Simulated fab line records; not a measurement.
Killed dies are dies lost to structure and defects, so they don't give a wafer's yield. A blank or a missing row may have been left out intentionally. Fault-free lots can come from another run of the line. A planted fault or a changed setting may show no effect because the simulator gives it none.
fab line records	flow n5_finfet
record: lots: 6	wafers: 18	last_day: 17
route steps=1938 shown ZERO_LAYER@12 WELL_APT@20 BEOL_M4@1111 PASSIVATION@1936
lots untouched by any fault: they come from a run of this same line in which no faults occurred
start_h: hours from the record's opening day to when the first of the lot's shown wafers began	wait_h: hours from the lot's prior step to this one	" as in the row above	L1.1+2: several wafers, shown together as one row	- value missing, or start not given	* or withheld: withheld	< > ~ a bound
route shown NAME@n: names a module that has steps shown in the file, with the first one's number in the route	usual: mean/standard deviation of fault-free wafers	same: alike in all rows	chamber/n: place in a boat	sites: readings site by site	_std_site: the values' standard deviation	_edge_site: inner sites' mean taken away from outer sites' mean	radius_mm: how far each site lies from the wafer's centre	mask NAME#n: copy n	behind: the last tool/chamber to shape the wafer	hold: what put the lot on hold/how long, in hours/how the hold closed	device: which transistor (n, p or np) failed to switch	end of line: the route-end tests of the same wafers	a step with no rows: only its recipe	killed: dies lost to structure and defects at the first sort, not the wafer's yield	map: the dies of a wafer, with x for killed, . for not killed, _ for no die there
set.NAME: setting as actually run; set.NAME@STEP: the setting as run at that earlier step	model.NAME: the simulator's own value behind a step, which no gauge read
certain route steps with their lots: each step a table, each wafer a row
services: from which hour (start_h, from the record's first day; less than 0 if before it) a tool's chamber was out of use, for how many hours, and why
== steps ==
step: N5_ZERO_LAYER_HARDBAKE_23
recipe: temp_c: 130	time_s: 120
step: N5_ZERO_LAYER_CD_MEAS_11
recipe: target_cd_nm: 2000	landing_energy_ev: 500	detector: se_inlens
usual: cd_nm: 2001.5/2.2
lot.wafer	tool	chamber	start_h	wait_h	cd_nm
L595.1	cd_sem-01	0	12.77	-	2001.2
L595.2	"	0	"	"	2000.6
L595.3	"	0	"	"	2002.7
L596.1	cd_sem-03	0	18.67	-	1998.9
L596.2	"	0	"	"	2005.0
L596.6	"	0	"	"	1998.0
L605.1	cd_sem-01	0	72.64	-	2003.5
L605.2	"	0	"	"	1999.4
L605.5	"	0	"	"	2006.2
L606.2	cd_sem-03	0	78.64	-	2003.0
L606.4	"	0	"	"	2002.8
L606.6	"	0	"	"	2000.3
L610.1	cd_sem-01	0	102.77	-	2000.3
L610.2	"	0	"	"	2002.9
L610.4	"	0	"	"	2002.7
L616.2	cd_sem-02	0	138.77	-	2000.2
L616.3	"	0	"	"	1997.8
L616.4	"	0	"	"	2002.0
step: N5_ZERO_LAYER_DESCUM_16
recipe: chemistry: O2	time_s: 7.9	source_power_w: 50	bias_power_w: 20	pressure_mtorr: 20	rf_frequency_hz: 2.712e+07	temp_c: 40	o2_flow_sccm: 225
usual: drypump_motor_current_A: 5.8/0.55	oes_product_au: 0.76/0.068	rf_vpp_V: 243.5/1.4	showerhead_plenum_p_Torr: 2.11/0.072	throttle_valve_pct: 20.29/0.27
same: time_s: 7.9
lot.wafer	tool	chamber	start_h	wait_h	drypump_motor_current_A	oes_product_au	rf_hours_counter_h	rf_vpp_V	showerhead_plenum_p_Torr	throttle_valve_pct
L595.1	rie_diel-06	0	12.81	0.0	5.9	0.76	143	244.5	2.21	20.72
L595.2	"	2	"	"	6.1	0.68	236	243.8	2.04	20.70
L595.3	"	1	"	"	5.4	0.95	5	244.6	2.12	19.72
L596.1	rie_diel-06	2	18.71	0.0	6.1	0.66	237	242.8	2.04	20.69
L596.2	"	0	"	"	5.9	0.76	145	243.8	2.21	20.72
L596.6	"	0	"	"	5.9	0.76	-	244.3	2.21	20.70
L605.1	rie_diel-02	2	72.68	0.0	6.4	0.77	150	240.8	2.04	20.61
L605.2	"	1	"	"	5.1	0.72	193	243.6	2.16	20.12
L605.5	"	2	"	"	6.3	0.77	-	242.4	2.04	20.59
L606.2	rie_diel-02	1	78.97	0.3	5.1	0.71	195	244.5	2.16	20.13
L606.4	"	2	"	"	6.3	0.77	153	243.4	2.04	20.59
L606.6	"	0	"	"	6.4	0.70	-	243.9	2.17	20.51
L610.1	rie_diel-04	2	102.91	0.1	4.9	0.74	183	243.7	2.18	20.39
L610.2	"	0	"	"	5.3	0.77	127	244.5	2.17	20.28
L610.4	"	1	"	"	6.2	0.73	172	243.4	2.16	19.93
L616.2	rie_diel-04	0	138.91	0.1	5.3	0.76	139	246.4	2.17	20.31
L616.3	"	3	"	"	5.9	0.70	220	241.3	1.98	20.40
L616.4	"	2	"	"	4.9	0.72	193	243.8	2.17	20.40
step: N5_ZERO_LAYER_ETCH_17
recipe: chemistry: CF4	target: SiO2	target_depth_a: 120	time_s: 13.3	ion_energy_ev: 350	pressure_mtorr: 40	source_w: 450	bias_w: 215	Ar_flow_sccm: 100	cf4_flow_sccm: 100
usual: drypump_motor_current_A: 5.8/0.55	oes_product_au: 0.76/0.068	rf_vpp_V: 950/4.5	showerhead_plenum_p_Torr: 2.16/0.071	throttle_valve_pct: 15.61/0.19
same: time_s: 13.3
lot.wafer	tool	chamber	start_h	wait_h	drypump_motor_current_A	oes_product_au	rf_hours_counter_h	rf_vpp_V	showerhead_plenum_p_Torr	throttle_valve_pct
L595.1	rie_diel-06	0	12.84	0.0	5.9	0.76	143	955	2.23	15.77
L595.2	"	2	"	"	6.1	0.69	236	947	2.11	16.12
L595.3	"	1	"	"	5.4	0.94	5	952	2.18	15.13
L596.1	rie_diel-06	2	18.74	0.0	6.1	0.68	237	948	2.11	16.11
L596.2	"	0	"	"	5.9	0.76	145	953	2.23	15.78
L596.6	"	0	"	"	5.9	0.76	-	955	2.23	15.76
L605.1	rie_diel-02	2	72.72	0.0	6.3	0.78	150	943	2.06	15.57
L605.2	"	1	"	"	5.1	0.74	193	954	2.22	15.48
L605.5	"	2	"	"	6.3	0.78	-	942	2.06	15.57
L606.2	rie_diel-02	1	79.01	0.0	5.1	0.72	195	953	2.22	15.48
L606.4	"	2	"	"	6.3	0.76	153	943	2.05	15.58
L606.6	"	0	"	"	6.4	0.72	-	953	2.20	15.77
L610.1	rie_diel-04	2	102.94	0.0	4.9	0.75	183	954	2.22	15.70
L610.2	"	0	"	"	5.3	0.76	127	956	2.22	15.61
L610.4	"	1	"	"	6.2	0.74	172	954	2.24	15.48
L616.2	rie_diel-04	0	138.95	0.0	5.3	0.75	139	954	2.22	15.63
L616.3	"	3	"	"	5.9	0.68	220	943	2.05	15.82
L616.4	"	2	"	"	4.9	0.74	193	953	2.21	15.70
step: N5_ZERO_LAYER_ETCH_18
recipe: chemistry: HBr/Cl2	target: Si	target_depth_a: 1200	time_s: 40	pressure_mtorr: 10	icp_w: 800	bias_w: 75	HBr_flow_sccm: 150	Cl2_flow_sccm: 80
usual: drypump_motor_current_A: 5.5/0.6	mfc_cl2_sccm: 79.99/0.25	oes_product_au: 1.002/0.012	throttle_valve_pct: 36.3/0.34
same: time_s: 40
lot.wafer	tool	chamber	start_h	wait_h	drypump_motor_current_A	mfc_cl2_sccm	oes_product_au	rf_hours_counter_h	throttle_valve_pct
L595.1	rie_si-05	0	12.91	0.0	5.5	79.75	1.025	91	36.3
L595.2	"	1	"	"	4.9	80.07	0.994	1	36.5
L595.3	"	2	"	"	6.4	79.91	1.012	140	36.3
L596.1	rie_si-05	0	18.81	0.0	5.6	79.85	1.016	92	36.3
L596.2	"	2	"	"	6.4	80.07	1.008	140	36.3
L596.6	"	2	"	"	6.3	79.90	1.015	-	36.3
L605.1	rie_si-05	0	72.79	0.0	5.5	79.49	1.020	93	36.3
L605.2	"	2	"	"	6.3	79.72	1.011	141	36.3
L605.5	"	3	"	"	5.7	80.13	1.005	-	36.2
L606.2	rie_si-04	2	79.08	0.0	4.7	79.88	1.010	137	36.8
L606.4	"	3	"	"	4.7	79.84	1.001	110	35.5
L606.6	"	1	"	"	5.8	80.02	1.011	-	36.5
L610.1	rie_si-04	1	103.02	0.0	5.8	80.19	1.015	31	36.5
L610.2	"	2	"	"	4.7	80.07	1.007	138	36.8
L610.4	"	3	"	"	4.7	80.07	0.998	110	35.5
L616.2	rie_si-03	2	139.02	0.0	5.0	80.30	0.979	14	36.3
L616.3	"	1	"	"	6.1	80.12	0.993	6	36.3
L616.4	"	0	"	"	5.9	79.90	1.014	129	36.0
step: N5_ZERO_LAYER_STRIP_24
recipe: chemistry: O2	power_w: 1000	temp_c: 250	overash_fraction: 0.3	pressure_mtorr: 1000	o2_flow_sccm: 6750
usual: drypump_motor_current_A: 5.88/0.15	heater_power_w: 347/52	oes_product_au: 0.647/0.0047	strip_time_to_endpoint_s: 43.88/0.098
lot.wafer	tool	chamber	start_h	wait_h	drypump_motor_current_A	heater_power_w	oes_product_au	rf_hours_counter_h	strip_time_to_endpoint_s
L595.1	plasma_asher-02	1	13.02	0.1	5.95	393	0.641	74	43.85
L595.2	"	0	"	"	5.63	309	0.642	74	43.87
L595.3	"	1	"	"	5.96	399	0.642	-	43.77
L596.1	plasma_asher-02	0	18.92	0.1	5.62	316	0.638	75	43.92
L596.2	"	1	"	"	5.94	390	0.649	75	43.92
L596.6	"	0	"	"	5.63	309	0.648	-	43.92
L605.1	plasma_asher-02	1	72.93	0.1	5.92	390	0.645	86	43.70
L605.2	"	0	"	"	5.65	313	0.647	86	43.65
L605.5	"	1	"	"	5.93	390	0.647	-	43.72
L606.2	plasma_asher-02	1	79.18	0.1	5.96	395	0.651	87	43.87
L606.4	"	0	"	"	5.59	308	0.642	-	43.83
L606.6	"	1	"	"	5.97	393	0.649	-	43.79
L610.1	plasma_asher-01	1	103.12	0.1	5.94	278	0.643	41	43.70
L610.2	"	0	"	"	6.02	386	0.653	41	43.70
L610.4	"	0	"	"	6.00	401	0.655	-	43.92
L616.2	plasma_asher-02	0	139.13	0.1	5.64	310	0.647	100	43.88
L616.3	"	1	"	"	5.94	389	0.645	-	43.99
L616.4	"	0	"	"	5.63	307	0.645	-	43.88
step: N5_ZERO_LAYER_STRIP_19
recipe: chemistry: SPM	time_s: 900	temp_c: 130	h2so4_h2o2_vol_ratio: 4	dry: ipa_marangoni
step: N5_ZERO_LAYER_INSPECT_20
recipe: inspect_instrument: darkfield	mode: post_clean
usual: raw_defect_count: 40/17
lot.wafer	tool	chamber	start_h	wait_h	raw_defect_count
L595.1	defect_inspect-02	-	13.38	0.0	70
L595.2	"	-	"	"	52
L595.3	"	-	"	"	29
L596.1	defect_inspect-01	-	19.28	0.0	26
L596.2	"	-	"	"	21
L596.6	"	-	"	"	42
L605.1	defect_inspect-02	-	73.29	0.0	33
L605.2	"	-	"	"	25
L605.5	"	-	"	"	26
L606.2	defect_inspect-01	-	79.55	0.0	32
L606.4	"	-	"	"	83
L606.6	"	-	"	"	50
L610.1	defect_inspect-01	-	103.48	0.0	52
L610.2	"	-	"	"	17
L610.4	"	-	"	"	33
L616.2	defect_inspect-01	-	139.49	0.0	17
L616.3	"	-	"	"	16
L616.4	"	-	"	"	17
step: N5_WELL_APT_HMDS_01
recipe: time_s: 60	temp_c: 120
step: N5_WELL_APT_COAT_02
recipe: spin_rpm: 1357	resist_thk_nm: 950
step: N5_WELL_APT_EBR_04
recipe: solvent: PGMEA	ebr_width_mm: 1.5
step: N5_WELL_APT_SOFTBAKE_03
recipe: temp_c: 130	time_s: 60
step: N5_WELL_APT_EXPOSE_05
recipe: mask_id: NWELL	na: 0.8	source_shape: conventional	sigma_outer: 0.8	polarization: unpolarized	defocus_nm: 0	target_cd_nm: 200	dose_mj: 20.3
usual: exposure_dose_mJ_cm2: 20.278/0.019
lot.wafer	tool	chamber	start_h	wait_h	mask	exposure_dose_mJ_cm2
L595.1	krf_scanner-01	0	13.64	-	NWELL#0	20.259
L595.2	"	0	"	"	NWELL#0	20.283
L595.3	"	0	"	"	NWELL#0	20.290
L596.1	krf_scanner-02	0	19.53	-	NWELL#0	20.269
L596.2	"	0	"	"	NWELL#0	20.265
L596.6	"	0	"	"	NWELL#0	20.249
L605.1	krf_scanner-02	0	73.42	-	NWELL#0	19.030
L605.2	"	0	"	"	NWELL#0	19.030
L605.5	"	0	"	"	NWELL#0	19.002
L606.2	krf_scanner-02	0	79.69	-	NWELL#0	19.248
L606.4	"	0	"	"	NWELL#0	19.273
L606.6	"	0	"	"	NWELL#0	19.288
L610.1	krf_scanner-01	0	103.74	-	NWELL#0	20.314
L610.2	"	0	"	"	NWELL#0	20.324
L610.4	"	0	"	"	NWELL#0	20.312
L616.2	krf_scanner-01	0	139.62	-	NWELL#0	20.257
L616.3	"	0	"	"	NWELL#0	20.238
L616.4	"	0	"	"	NWELL#0	20.283
step: N5_WELL_APT_PEB_06
recipe: peb_temp_c: 130	peb_time_s: 90
step: N5_WELL_APT_DEVELOP_07
recipe: develop_time_s: 45	rinse_liquid: surfactant_rinse	dry: air_spin	dev_temp_c: 21
step: N5_WELL_APT_HARDBAKE_12
recipe: temp_c: 130	time_s: 120
step: N5_WELL_APT_CD_MEAS_08
recipe: target_cd_nm: 200	landing_energy_ev: 500	detector: se_inlens
usual: cd_nm: 200.8/1.8
lot.wafer	tool	chamber	start_h	wait_h	cd_nm
L595.1	cd_sem-01	0	13.81	-	199.3
L595.2	"	0	"	"	202.8
L595.3	"	0	"	"	202.6
L596.1	cd_sem-01	0	19.71	-	198.0
L596.2	"	0	"	"	202.7
L596.6	"	0	"	"	200.6
L605.1	cd_sem-02	0	73.60	-	191.5
L605.2	"	0	"	"	189.1
L605.5	"	0	"	"	191.8
L606.2	cd_sem-02	0	79.86	-	193.3
L606.4	"	0	"	"	192.0
L606.6	"	0	"	"	190.4
L610.1	cd_sem-02	0	103.91	-	202.2
L610.2	"	0	"	"	199.4
L610.4	"	0	"	"	199.9
L616.2	cd_sem-01	0	139.79	-	202.7
L616.3	"	0	"	"	201.4
L616.4	"	0	"	"	201.8
step: N5_WELL_APT_OVL_MEAS_09
recipe: points_per_wafer: 44
usual: NWELL_OVL: -4/6.1
lot.wafer	tool	chamber	start_h	wait_h	NWELL_OVL[nm]
L595.1	overlay-02	0	13.84	0.0	-4
L595.2	"	0	"	"	-11
L595.3	"	0	"	"	-11
L596.1	overlay-01	0	19.74	0.0	3
L596.2	"	0	"	"	1
L596.6	"	0	"	"	-2
L605.1	overlay-01	0	73.63	0.0	-8
L605.2	"	0	"	"	-10
L605.5	"	0	"	"	0
L606.2	overlay-02	0	79.89	0.0	-5
L606.4	"	0	"	"	-15
L606.6	"	0	"	"	-4
L610.1	overlay-02	0	103.94	0.0	-7
L610.2	"	0	"	"	2
L610.4	"	0	"	"	-3
L616.2	overlay-02	0	139.82	0.0	-2
L616.3	"	0	"	"	-6
L616.4	"	0	"	"	-1
step: N5_WELL_APT_INSPECT_10
recipe: mode: adi	inspect_instrument: macro
usual: raw_defect_count: 2.0/1.3
lot.wafer	tool	chamber	start_h	wait_h	raw_defect_count
L595.1	defect_inspect-02	-	13.86	0.0	2
L595.2	"	-	"	"	2
L595.3	"	-	"	"	3
L596.1	defect_inspect-02	-	19.76	0.0	1
L596.2	"	-	"	"	2
L596.6	"	-	"	"	0
L605.1	defect_inspect-02	-	73.65	0.0	2
L605.2	"	-	"	"	2
L605.5	"	-	"	"	1
L606.2	defect_inspect-01	-	79.91	0.0	1
L606.4	"	-	"	"	1
L606.6	"	-	"	"	2
L610.1	defect_inspect-01	-	103.96	0.0	1
L610.2	"	-	"	"	4
L610.4	"	-	"	"	2
L616.2	defect_inspect-02	-	139.84	0.0	1
L616.3	"	-	"	"	1
L616.4	"	-	"	"	1
step: N5_WELL_APT_DESCUM_13
recipe: chemistry: O2	time_s: 7.9	source_power_w: 50	bias_power_w: 20	pressure_mtorr: 20	rf_frequency_hz: 2.712e+07	temp_c: 40	o2_flow_sccm: 225
usual: drypump_motor_current_A: 5.6/0.47	oes_product_au: 0.74/0.059	rf_vpp_V: 243.3/1.5	showerhead_plenum_p_Torr: 2.10/0.079	throttle_valve_pct: 20.45/0.21
same: time_s: 7.9
lot.wafer	tool	chamber	start_h	wait_h	drypump_motor_current_A	oes_product_au	rf_hours_counter_h	rf_vpp_V	showerhead_plenum_p_Torr	throttle_valve_pct	model.WELL_APT.cd_nm
L595.1	rie_diel-03	2	13.94	0.1	4.7	0.72	204	242.2	2.08	20.42	199.3
L595.2	"	3	"	"	6.4	0.82	67	242.7	2.02	20.55	203.1
L595.3	"	1	"	"	5.4	0.69	221	241.7	2.07	20.36	202.4
L596.1	rie_diel-05	2	19.80	0.0	6.2	0.74	139	240.9	2.00	20.60	197.9
L596.2	"	0	"	"	5.2	0.74	129	244.4	2.08	19.95	202.4
L596.6	"	0	"	"	5.2	0.75	-	243.2	2.08	19.94	200.6
L605.1	rie_diel-01	1	73.68	0.0	5.9	0.76	138	244.9	2.19	20.49	190.8
L605.2	"	3	"	"	5.7	0.68	228	242.6	2.09	20.56	189.3
L605.5	"	3	"	"	5.7	0.68	-	242.7	2.09	20.56	191.9
L606.2	rie_diel-01	3	79.95	0.0	5.7	0.68	230	243.3	2.09	20.58	193.4
L606.4	"	1	"	"	5.9	0.75	140	246.4	2.19	20.50	191.8
L606.6	"	3	"	"	5.7	0.67	-	243.4	2.09	20.57	190.3
L610.1	rie_diel-01	3	104.00	0.0	5.7	0.67	240	243.3	2.09	20.58	202.1
L610.2	"	1	"	"	5.9	0.74	150	243.6	2.18	20.51	198.8
L610.4	"	2	"	"	5.6	0.70	244	241.6	1.99	20.44	200
L616.2	rie_diel-01	1	139.88	0.0	5.9	0.73	166	243.9	2.18	20.54	202.3
L616.3	"	2	"	"	5.5	1.00	1	246.2	2.25	20.11	201.6
L616.4	"	1	"	"	5.9	0.73	-	245.2	2.18	20.54	201.7
step: N5_WELL_APT_IMPLANT_14
recipe: species: P	energy_kev: 160	dose_cm2: 1.5e+13	tilt_deg: 0	rotation_deg: 0
step: N5_BEOL_M4_RC_MEAS_101
usual: DIBL_N: 37.0/2.3	DIBL_P: 37.3/2.8	IOFF_N: 0.17/0.046	IOFF_P: 0.23/0.054	ION_N: 675/14	ION_P: 460/9.3	SS_N: 71.7/0.73	SS_P: 73.6/0.95	VT_N: 249/3.9	VT_P: -250/3.9
lot.wafer	tool	chamber	start_h	wait_h	DIBL_N[mV/V]	DIBL_P[mV/V]	IOFF_N[nA/um]	IOFF_P[nA/um]	ION_N[uA/um]	ION_P[uA/um]	SS_N[mV/dec]	SS_P[mV/dec]	VT_N[mV]	VT_P[mV]
L595.1	prober-02	0	166.83	0.0	38.3	37.4	0.19	0.24	678	466	72.0	74.5	249	-248
L595.2	"	0	"	"	38.3	37.7	0.20	0.26	692	475	71.7	74.3	245	-248
L595.3	"	0	"	"	39.2	38.7	0.21	0.28	700	476	72.1	74.4	245	-246
L596.1	prober-02	0	170.00	0.0	40.2	42.0	0.27	0.32	706	481	72.6	74.6	245	-245
L596.2	"	0	"	"	35.6	35.0	0.15	0.19	676	458	71.8	73.1	253	-250
L596.6	"	0	"	"	37.1	38.5	0.18	0.24	672	461	71.9	74.4	248	-250
L605.1	prober-01	0	225.37	0.0	36.8	35.2	0.16	0.23	679	471	71.8	72.9	251	-246
L605.2	"	0	"	"	35.5	35.9	0.14	0.24	668	469	70.9	74.1	252	-250
L605.5	"	0	"	"	35.5	33.5	0.13	0.19	665	466	71.2	73.2	253	-250
L606.2	prober-01	0	235.57	0.2	37.3	37.4	0.15	0.23	662	455	71.4	74.5	252	-248
L606.4	"	0	"	"	36.2	34.4	0.14	0.17	664	452	71.6	72.6	253	-254
L606.6	"	0	"	"	36.7	35.2	0.15	0.18	662	457	71.8	72.4	250	-251
L610.1	prober-01	0	275.30	0.0	38.0	38.8	0.17	0.22	671	458	71.5	73.4	249	-253
L610.2	"	0	"	"	36.8	37.0	0.16	0.20	687	464	71.2	73.2	249	-253
L610.4	"	0	"	"	38.4	38.4	0.18	0.21	684	464	72.2	73.4	248	-252
L616.2	prober-01	0	308.62	0.2	39.6	37.7	0.20	0.23	664	454	72.1	73.7	244	-255
L616.3	"	0	"	"	37.4	36.2	0.14	0.21	645	443	72.1	73.6	253	-253
L616.4	"	0	"	"	37.9	36.0	0.15	0.19	664	451	71.7	73.2	255	-253
step: N5_PASSIVATION_PROBE_49
usual: defect_limited_yield: 91.5/1.3	killed_at_M0_to_M3: 36/10	killed_at_M4_up: 13/4.7	killed_at_contacts: 13/6.7	killed_at_front_end: 37/9.7	killed_at_other: 2.6/2.3	killed_dies: 101/15	killed_open: 67/12	killed_short: 32/6.7	sort_bin_5_function: 5.0/0.89	sort_bin_6_memory: 3.2/0.63	sort_n_pass: 1079/16	sort_yield_pct: 91.4/1.4
same: gross_dies: 1180	killed_at_back_side: 0	sort_bin_4_leakage[%]: 0	sort_bin_8_speed[%]: 0
lot.wafer	tool	chamber	start_h	wait_h	defect_limited_yield[%]	killed_at_M0_to_M3	killed_at_M4_up	killed_at_contacts	killed_at_front_end	killed_at_other	killed_dies	killed_open	killed_short	sort_bin_5_function[%]	sort_bin_6_memory[%]	sort_n_pass	sort_yield_pct[%]
L596.1	prober-02	-	285.33	0.0	91.9	48	17	4	24	3	96	50	45	4.4	3.2	1084	91.9
L596.2	prober-02	-	285.38	0.1	90.6	66	14	6	24	1	111	79	32	5.5	3.9	1069	90.6
L596.6	prober-02	-	285.58	0.3	90.6	50	4	14	42	1	111	67	44	4.6	4.4	1069	90.6
L595.1	prober-02	-	285.63	0.1	89.2	37	17	20	53	0	127	86	39	6.4	4.1	1053	89.2
L595.2	prober-02	-	285.68	0.1	91.5	29	11	6	52	2	100	58	38	5.6	2.6	1080	91.5
L595.3	prober-02	-	285.73	0.2	89.9	47	11	12	48	1	119	77	35	5.3	4.1	1061	89.9
L605.1	prober-02	-	343.00	0.0	91.7	29	12	20	36	1	98	69	29	4.4	3.2	1082	91.7
L605.2	prober-02	-	343.05	0.1	91.6	42	20	9	28	0	99	67	31	4.4	3.8	1081	91.6
L605.5	prober-02	-	343.20	0.2	90.4	53	15	15	26	4	113	82	31	6.3	3.2	1067	90.4
L606.2	prober-02	-	349.44	0.1	89.7	48	16	23	34	0	121	82	37	6.0	3.8	1059	89.7
L606.4	prober-02	-	349.54	0.2	91.5	34	21	15	28	2	100	68	30	4.0	4.1	1080	91.5
L606.6	prober-02	-	349.64	0.3	90.0	34	22	17	44	1	118	71	31	5.5	3.1	1062	90.0
killed by level:class
L596.1 BEOL_M0_SAQP:geometric_particle:short=12 FIN_SAQP:geometric_particle:short=11 BEOL_M0_SAQP:geometric_particle:open=11 BEOL_M4:geometric_particle:open=9 BEOL_M1:geometric_particle:open=9 BEOL_M3:geometric_particle:short=6 BEOL_M1:geometric_particle:short=5 BEOL_M3:geometric_particle:open=4
L596.2 BEOL_M0_SAQP:geometric_particle:open=16 BEOL_M3:geometric_particle:open=14 BEOL_M0_SAQP:geometric_particle:short=11 BEOL_M1:geometric_particle:open=11 FIN_SAQP:geometric_particle:open=7 BEOL_M2:geometric_particle:open=6 MOL_CONTACT_COAG:geometric_particle:open=5 FIN_SAQP:geometric_particle:short=4
L596.6 FIN_SAQP:geometric_particle:short=20 BEOL_M3:geometric_particle:open=18 MOL_CONTACT_COAG:geometric_particle:open=11 BEOL_M0_SAQP:geometric_particle:short=11 BEOL_M0_SAQP:geometric_particle:open=9 FIN_SAQP:geometric_particle:open=8 BEOL_M1:geometric_particle:open=6 STI_FIN_REVEAL:geometric_particle:open=4
L595.1 STI_FIN_REVEAL:geometric_particle:open=17 MOL_CONTACT_COAG:geometric_particle:open=17 BEOL_M1:geometric_particle:open=11 FIN_SAQP:geometric_particle:short=10 BEOL_M2:geometric_particle:open=9 BEOL_M0_SAQP:geometric_particle:short=7 BEOL_M0_SAQP:geometric_particle:open=6 STI_FIN_REVEAL:geometric_particle:short=5
L595.2 FIN_SAQP:geometric_particle:short=19 BEOL_M1:geometric_particle:open=10 FIN_SAQP:geometric_particle:open=8 MOL_CONTACT_COAG:geometric_particle:open=5 BEOL_M4:geometric_particle:open=5 STI_FIN_REVEAL:geometric_particle:open=4 GATE_CUT:geometric_particle:open=4 BEOL_M0_SAQP:geometric_particle:open=4
L595.3 BEOL_M1:geometric_particle:open=13 BEOL_M3:geometric_particle:open=11 MOL_CONTACT_COAG:geometric_particle:open=10 FIN_SAQP:geometric_particle:open=7 STI_FIN_REVEAL:geometric_particle:open=7 BEOL_M2:geometric_particle:open=6 FIN_SAQP:geometric_particle:short=5 SPACER0:geometric_particle:short=5
L605.1 MOL_CONTACT_COAG:geometric_particle:open=17 BEOL_M2:geometric_particle:open=15 FIN_SAQP:geometric_particle:open=8 BEOL_M0_SAQP:geometric_particle:short=8 STI_FIN_REVEAL:geometric_particle:open=7 FIN_SAQP:geometric_particle:short=6 DUMMY_GATE:geometric_particle:open=4 BEOL_M5:geometric_particle:open=4
L605.2 BEOL_M4:geometric_particle:open=14 BEOL_M0_SAQP:geometric_particle:open=11 BEOL_M0_SAQP:geometric_particle:short=10 BEOL_M2:geometric_particle:open=8 MOL_CONTACT_COAG:geometric_particle:open=7 GATE_CUT:geometric_particle:short=6 FIN_SAQP:geometric_particle:open=5 FIN_SAQP:geometric_particle:short=5
L605.5 BEOL_M0_SAQP:geometric_particle:open=21 MOL_CONTACT_COAG:geometric_particle:open=14 BEOL_M0_SAQP:geometric_particle:short=10 BEOL_M2:geometric_particle:open=9 FIN_SAQP:geometric_particle:open=8 BEOL_M1:geometric_particle:open=8 BEOL_M2:geometric_particle:short=5 BEOL_M8:geometric_particle:open=4
L606.2 MOL_CONTACT_COAG:geometric_particle:open=17 STI_FIN_REVEAL:geometric_particle:open=14 BEOL_M0_SAQP:geometric_particle:short=12 BEOL_M0_SAQP:geometric_particle:open=11 BEOL_M4:geometric_particle:open=8 BEOL_M3:geometric_particle:open=8 MOL_CONTACT_COAG:geometric_particle:short=6 STI_FIN_REVEAL:geometric_particle:short=4
L606.4 MOL_CONTACT_COAG:geometric_particle:open=10 BEOL_M0_SAQP:geometric_particle:short=9 BEOL_M3:geometric_particle:open=9 STI_FIN_REVEAL:geometric_particle:open=8 BEOL_M4:geometric_particle:open=8 BEOL_M2:geometric_particle:open=6 DUMMY_GATE:geometric_particle:open=5 MOL_CONTACT_COAG:geometric_particle:short=4
L606.6 BEOL_M4:geometric_particle:open=16 MOL_CONTACT_COAG:geometric_particle:open=14 HKMG_FIN:area_etch=10 STI_FIN_REVEAL:geometric_particle:open=8 BEOL_M2:geometric_particle:open=7 BEOL_M2:geometric_particle:short=6 BEOL_M1:geometric_particle:open=5 BEOL_M0_SAQP:geometric_particle:open=4
== services ==
tool	chamber	start_h	hours	kind
rie_si-04	1	-4.32	8.6	repair
rie_diel-02	-	0.18	4.3	pm
rie_diel-06	3	10.86	14.6	repair
rie_si-05	2	14.19	3.7	repair
krf_scanner-02	-	15.91	1.3	pm
rie_si-05	3	16.40	13.6	repair
rie_diel-03	0	22.13	4.5	repair
krf_scanner-01	-	26.97	0.4	repair
plasma_asher-01	-	31.03	1.4	repair
rie_diel-03	-	37.29	15.6	pm
krf_scanner-02	-	39.04	1.0	pm
krf_scanner-01	-	39.66	0.5	repair
rie_diel-01	0	55.61	8.9	repair
rie_diel-02	-	56.31	0.1	repair
krf_scanner-02	-	62.27	0.8	pm
rie_diel-03	2	62.77	34.7	repair
rie_si-03	0	68.72	12.9	repair
rie_diel-05	-	71.97	0.2	repair
krf_scanner-01	-	77.99	0.2	repair
rie_diel-01	2	91.24	11.0	repair
rie_diel-05	1	93.44	4.1	repair
krf_scanner-01	-	102.74	0.4	repair
rie_diel-04	2	105.53	3.5	repair
krf_scanner-01	-	111.10	0.8	pm
== key ==
first_sign: step: N5_WELL_APT_EXPOSE_05	reading: exposure_dose_mJ_cm2	direction: down	sigmas: 59	usual: 20.278	struck: 19.145
effect: step: N5_WELL_APT_CD_MEAS_08	reading: cd_nm	direction: down	sigmas: 5.3	usual: 200.8	struck: 191.3	through: control_loop
model_effect: step: N5_WELL_APT_DESCUM_13	value: WELL_APT.cd_nm	without: 200.4	struck: 191.3
met_at N5_WELL_APT_EXPOSE_05
struck_wafers L605.1,L605.2,L605.5,L606.2,L606.4,L606.6
loop_trim: step: N5_WELL_APT_EXPOSE_05	setting: dose	lots: L606
baseline_loss: step: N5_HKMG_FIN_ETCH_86	wafers: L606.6
onset_between 19.53 73.42
fault: kind: process_parameter_drift	tool: krf_scanner-02	chamber: -	onset_h: 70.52	steps: N5_WELL_APT_EXPOSE_05	channel: dose_mj	offset: -1.2596	shape: step	acts_in: these_recipes_only	stated: 20.3
loop_trim: a control loop set the setting to another value than it would have without faults
baseline_loss: these wafers lose ten dies or more at that step, a loss of the line's own and not of a fault; the sort's usual values leave them out
